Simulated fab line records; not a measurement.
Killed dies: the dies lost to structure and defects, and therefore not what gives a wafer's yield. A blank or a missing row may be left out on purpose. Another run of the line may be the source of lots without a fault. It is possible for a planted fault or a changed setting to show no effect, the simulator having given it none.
Matching of chambers || flow n5-finfet || N5_MOL_CONTACT_COAG_DESCUM_88 on rie-diel-04: 4 sister chambers
The step chemistry O2, time 7 s. 14 wafers are shown with their chamber, then 7 later ones without.

== EACH WAFER AND ITS CHAMBER ==
{"wafer": "L074.1", "chamber": 3, "throttle-valve-pct (%)": 20.47, "showerhead-plenum-p-Torr (Torr)": 2.03, "drypump-motor-current-A (A)": 5.2}
{"wafer": "L074.3", "chamber": 0, "throttle-valve-pct (%)": 20.04, "showerhead-plenum-p-Torr (Torr)": 2.01, "drypump-motor-current-A (A)": 6.0}
{"wafer": "L074.4", "chamber": 2, "throttle-valve-pct (%)": 20.20, "showerhead-plenum-p-Torr (Torr)": 2.10, "drypump-motor-current-A (A)": 6.0}
{"wafer": "L077.3", "chamber": 1, "throttle-valve-pct (%)": 20.67, "showerhead-plenum-p-Torr (Torr)": 2.16, "drypump-motor-current-A (A)": 5.8}
{"wafer": "L077.5", "chamber": 0, "throttle-valve-pct (%)": 20.05, "showerhead-plenum-p-Torr (Torr)": 2.01, "drypump-motor-current-A (A)": 5.9}
{"wafer": "L077.6", "chamber": 3, "throttle-valve-pct (%)": 20.46, "showerhead-plenum-p-Torr (Torr)": 2.03, "drypump-motor-current-A (A)": 5.1}
{"wafer": "L081.1", "chamber": 3, "throttle-valve-pct (%)": 20.46, "showerhead-plenum-p-Torr (Torr)": 2.03, "drypump-motor-current-A (A)": 5.2}
{"wafer": "L081.2", "chamber": 2, "throttle-valve-pct (%)": 20.23, "showerhead-plenum-p-Torr (Torr)": 2.10, "drypump-motor-current-A (A)": 6.0}
{"wafer": "L081.6", "chamber": 2, "throttle-valve-pct (%)": 20.23, "showerhead-plenum-p-Torr (Torr)": 2.10, "drypump-motor-current-A (A)": 6.0}
{"wafer": "L084.1", "chamber": 1, "throttle-valve-pct (%)": 20.69, "showerhead-plenum-p-Torr (Torr)": 2.15, "drypump-motor-current-A (A)": 5.8}
{"wafer": "L084.2", "chamber": 3, "throttle-valve-pct (%)": 20.46, "showerhead-plenum-p-Torr (Torr)": 2.02, "drypump-motor-current-A (A)": 5.2}
{"wafer": "L084.5", "chamber": 0, "throttle-valve-pct (%)": 20.07, "showerhead-plenum-p-Torr (Torr)": 2.00, "drypump-motor-current-A (A)": 5.9}
{"wafer": "L086.3", "chamber": 1, "throttle-valve-pct (%)": 20.68, "showerhead-plenum-p-Torr (Torr)": 2.15, "drypump-motor-current-A (A)": 5.8}
{"wafer": "L086.4", "chamber": 2, "throttle-valve-pct (%)": 20.23, "showerhead-plenum-p-Torr (Torr)": 2.10, "drypump-motor-current-A (A)": 6.0}

SIGNATURES, as means of the wafers listed above
{"reading": "throttle-valve-pct", "chamber 0": 20.0533, "chamber 1": 20.6800, "chamber 2": 20.2225, "chamber 3": 20.4625, "scatter within a chamber": 0.0119}
{"reading": "showerhead-plenum-p-Torr", "chamber 0": 2.0067, "chamber 1": 2.1533, "chamber 2": 2.1000, "chamber 3": 2.0275, "scatter within a chamber": 0.00456}
{"reading": "drypump-motor-current-A", "chamber 0": 5.933, "chamber 1": 5.800, "chamber 2": 6.000, "chamber 3": 5.175, "scatter within a chamber": 0.0376}
Rule: a wafer's distance from a chamber is the root of the sum, over the readings, of the square of ((its reading less the chamber's mean) divided by the reading's scatter). The wafer belongs to the nearest chamber; if the next one is less than 2 further off, it can't be placed. The scatter is the square root of a quotient: the sum, over the shown wafers, of each reading's squared deviation from its chamber's mean, divided by wafers minus chambers.

== WAFERS WITHOUT THEIR CHAMBER ==
{"wafer": "L086.6", "throttle-valve-pct (%)": 20.08, "showerhead-plenum-p-Torr (Torr)": 2.00, "drypump-motor-current-A (A)": 5.9}
{"wafer": "L089.1", "throttle-valve-pct (%)": 20.25, "showerhead-plenum-p-Torr (Torr)": 2.09, "drypump-motor-current-A (A)": 6.0}
{"wafer": "L089.3", "throttle-valve-pct (%)": 20.72, "showerhead-plenum-p-Torr (Torr)": 2.15, "drypump-motor-current-A (A)": 5.8}
{"wafer": "L089.6", "throttle-valve-pct (%)": 20.24, "showerhead-plenum-p-Torr (Torr)": 2.09, "drypump-motor-current-A (A)": 6.0}
{"wafer": "L092.2", "throttle-valve-pct (%)": 20.48, "showerhead-plenum-p-Torr (Torr)": 2.02, "drypump-motor-current-A (A)": 5.1}
{"wafer": "L092.3", "throttle-valve-pct (%)": 20.26, "showerhead-plenum-p-Torr (Torr)": 2.09, "drypump-motor-current-A (A)": 6.0}
{"wafer": "L092.5", "throttle-valve-pct (%)": 20.48, "showerhead-plenum-p-Torr (Torr)": 2.02, "drypump-motor-current-A (A)": 5.2}

== THE CHAMBER EACH PASSED THROUGH ==
{"wafer": "L086.6", "from the rows above": 0, "in truth": 0}
{"wafer": "L089.1", "from the rows above": 2, "in truth": 2}
{"wafer": "L089.3", "from the rows above": 1, "in truth": 1}
{"wafer": "L089.6", "from the rows above": 2, "in truth": 2}
{"wafer": "L092.2", "from the rows above": 3, "in truth": 3}
{"wafer": "L092.3", "from the rows above": 2, "in truth": 2}
{"wafer": "L092.5", "from the rows above": 3, "in truth": 3}
7 of 7 placed correctly. Not placeable from these rows: 0. 0 placed wrongly.
